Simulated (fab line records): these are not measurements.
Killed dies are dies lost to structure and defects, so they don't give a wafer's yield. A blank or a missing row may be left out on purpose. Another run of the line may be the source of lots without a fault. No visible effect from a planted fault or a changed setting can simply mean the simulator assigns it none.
8D (eight disciplines) problem report, filled in by code | flow nandHarc | the parts of the form that need people (team, actions taken, sign-off) are left out

## 1. THE PROBLEM
Wafers without a fault read 3.3, standard deviation 2.2; killedAtPeriphery at NHARC_END_SORT_01 reads a mean of 634.7 on 3 wafers belonging to 2 lots. That is +99 or more standard deviations from the usual mean.
Seen first at day 23 16:32 on prober-02, wafer L374.6. At this step, 12 wafers from 6 lots have a number in the record. Rule for "out" (also "out of limits"): further than 4 standard deviations from the usual mean. The other wafers with a number count as sound.

## 2. WHAT IT IS AND WHAT IT IS NOT
question                    | is                                                                                                          | is not
which readings at this step | killedAtPeriphery, defectLimitedYield, killedDies, sort_bin_2_pct, sortNPass, sortRimYieldPct, sortYieldPct | killedAtArray, killedAtOther, killedOpen, killedShort, sort_bin_3_pct, sort_bin_4_pct
which lots                  | L372, L374                                                                                                  | L363, L365, L366, L368
which wafers of those lots  | L372.2, L372.5, L374.6                                                                                      | L372.4, L374.2, L374.4
read on which gauges        | prober-01, prober-02                                                                                        | -
when                        | from day 23 16:32                                                                                           | up to then (8 sound wafers); but 1 sound wafer of L372 came after

## 3. WHAT RULES OUT EACH SUSPECT
Counting: a tool at a process step up to the reading stays a suspect if it ran every lot that is out. Sound lots after the first of them don't rule it out here, since some wafers of a struck lot are sound.
- the gauge at NHARC_END_SORT_01 is ruled out. Those wafers that are out were read across 2 gauges (prober-01, prober-02).
- pecvd-04 at NHARC_P_M2_PRE_CLEAN_32 (time 12 s): kept. Every lot that is out went through it, the first being L372 (day 10 09:42); the last sound lot it ran before that was L363 (day 8 01:36).
- rieDiel-04 at NHARC_P_BONDPAD_ETCH_12 (etches the open film in CHF3/O2, target depth 200 nm, time 100 s): kept. Every lot that is out went through it, the first being L372 (day 10 11:40); the last sound lot it ran before that was L368 (day 9 12:01). Out on those wafers are its own readings of rfFwdPowerW.
- Within rieDiel-04 at NHARC_P_BONDPAD_ETCH_12: the wafers that are out ran in chamber 0; their sound lot-mates ran in chambers 1, 3.
Left after counting: pecvd-04 at NHARC_P_M2_PRE_CLEAN_32, rieDiel-04 at NHARC_P_BONDPAD_ETCH_12.

## 4. THE CAUSE (what the simulator had put in)
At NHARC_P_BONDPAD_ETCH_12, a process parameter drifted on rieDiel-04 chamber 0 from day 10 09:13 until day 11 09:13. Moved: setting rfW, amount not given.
Of the 2 suspects that counting leaves, this tool is one.

## 5. THE CHAIN OF EFFECTS, in route order
Each row: a reading where the mean over the struck wafers with a number is more than 3 standard deviations away from the usual. Scope: only readings with a usual standard deviation given in the record; hours: median across lots of the time from each lot's start at the first step in this table that gives one to its start at this step; sigmas: change in usual standard deviations.
hours | step                    | reading            | usual      | on struck wafers | change | sigmas
0     | NHARC_P_BONDPAD_ETCH_12 | oesProductAu       | 0.927 a.u. | 0.851            | -0.076 | -3.8
0     | NHARC_P_BONDPAD_ETCH_12 | rfFwdPowerW        | 496.4 W    | 435.7            | -60.7  | -38
315   | NHARC_END_SORT_01       | defectLimitedYield | 95.7 %     | 1.6              | -94.1  | -78
315   | NHARC_END_SORT_01       | killedAtPeriphery  | 3.3        | 634.7            | +631.4 | +99 or more
315   | NHARC_END_SORT_01       | killedDies         | 29         | 666              | +637   | +78
315   | NHARC_END_SORT_01       | sort_bin_2_pct     | 1.3 %      | 95.0             | +93.7  | +99 or more
315   | NHARC_END_SORT_01       | sortNPass          | 648        | 11               | -637   | -78
315   | NHARC_END_SORT_01       | sortRimYieldPct    | 94.3 %     | 6.3              | -88.0  | -31
315   | NHARC_END_SORT_01       | sortYieldPct       | 95.7 %     | 1.6              | -94.1  | -78
The process steps in it:
- NHARC_P_BONDPAD_ETCH_12: etches the open film in CHF3/O2, target depth 200 nm, time 100 s.

## 6. HOW IT WOULD HAVE BEEN CAUGHT EARLIER
Counted from the fault's start at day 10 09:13, it took 319 hours until the first out-of-limits reading at a measuring or inspecting step in this record, taken at day 23 16:32.
The tool's own readings at NHARC_P_BONDPAD_ETCH_12 were out on every struck wafer that the step has a row for (rfFwdPowerW): an alarm limit on them would have fired on the first of those.
By day 23 16:32 the whole set of lots that are out, 2 in number, had already begun NHARC_P_BONDPAD_ETCH_12 on rieDiel-04. None of them would have been spared by holding the tool at that moment.
